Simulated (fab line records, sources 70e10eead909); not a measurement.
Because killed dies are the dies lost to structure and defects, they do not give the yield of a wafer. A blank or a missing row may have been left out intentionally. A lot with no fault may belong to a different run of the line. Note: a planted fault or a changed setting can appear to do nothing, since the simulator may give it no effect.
One fault through the eyes of 2 desks || flow nand-harc || numbers are kept per desk, each desk with only its own; the story behind them comes last

## TOOL OWNER'S DESK, pvd-sputter-02
The tool's own readings at NHARC_A_BLC_PVD_32 (deposits Ti, target thk 5 nm, time 17.7 s): means of the sampled wafers that have a number, for each lot that ran on this tool. Any lot whose mean is over 4 standard deviations away from the usual mean is out of limits and marked OUT; that distance is given in the brackets.
Columns: A = throttle-valve-pct at NHARC_A_BLC_PVD_32, usual 29.9 %
{"lot": "L370", "first seen here": "day 24 02:49", "A": 29.7}
{"lot": "L371", "first seen here": "day 24 22:41", "A": 30.6}
{"lot": "L372", "first seen here": "day 25 16:58", "A": 29.9}
{"lot": "L379", "first seen here": "day 28 04:25", "A": 29.7}
{"lot": "L378", "first seen here": "day 28 10:08", "A": 29.9}
{"lot": "L384", "first seen here": "day 30 05:47", "A": 29.6}
Finding of this desk: none of the 6 lots has anything out of limits.

## METROLOGY DESK
Lot by lot, what the gauges showed, no matter which tool ran the lot: averages of those sampled wafers that carry a number. Any lot whose mean is over 4 standard deviations away from the usual mean is out of limits and marked OUT; that distance is given in the brackets.
Columns: A = cd-nm at NHARC_THIN_TSV_CD_MEAS_33, usual 4999.7 nm
{"lot": "L365", "first seen here": "day 23 05:39", "A": 4998.9}
{"lot": "L368", "first seen here": "day 24 14:34", "A": 4997.6}
{"lot": "L370", "first seen here": "day 25 11:08", "A": 4999.4}
{"lot": "L371", "first seen here": "day 26 06:58", "A": 5000.3}
{"lot": "L373", "first seen here": "day 27 03:20", "A": 4999.6}
{"lot": "L372", "first seen here": "day 27 04:37", "A": 4999.7}
{"lot": "L374", "first seen here": "day 27 18:03", "A": 4999.8}
{"lot": "L377", "first seen here": "day 28 06:17", "A": 4998.4}
{"lot": "L379", "first seen here": "day 29 11:08", "A": 4999.0}
{"lot": "L378", "first seen here": "day 29 18:22", "A": 4999.4}
{"lot": "L382", "first seen here": "day 30 03:04", "A": 4998.2}
{"lot": "L384", "first seen here": "day 31 13:46", "A": 4999.0}
{"lot": "L388", "first seen here": "day 33 15:23", "A": 4999.3}
Finding of this desk: none of the 13 lots has anything out of limits.

## PUT TOGETHER
The desk of the tool owner found nothing out of limits.
The metrology desk saw nothing out of limits.

## WHAT WAS PUT IN BY THE SIMULATOR
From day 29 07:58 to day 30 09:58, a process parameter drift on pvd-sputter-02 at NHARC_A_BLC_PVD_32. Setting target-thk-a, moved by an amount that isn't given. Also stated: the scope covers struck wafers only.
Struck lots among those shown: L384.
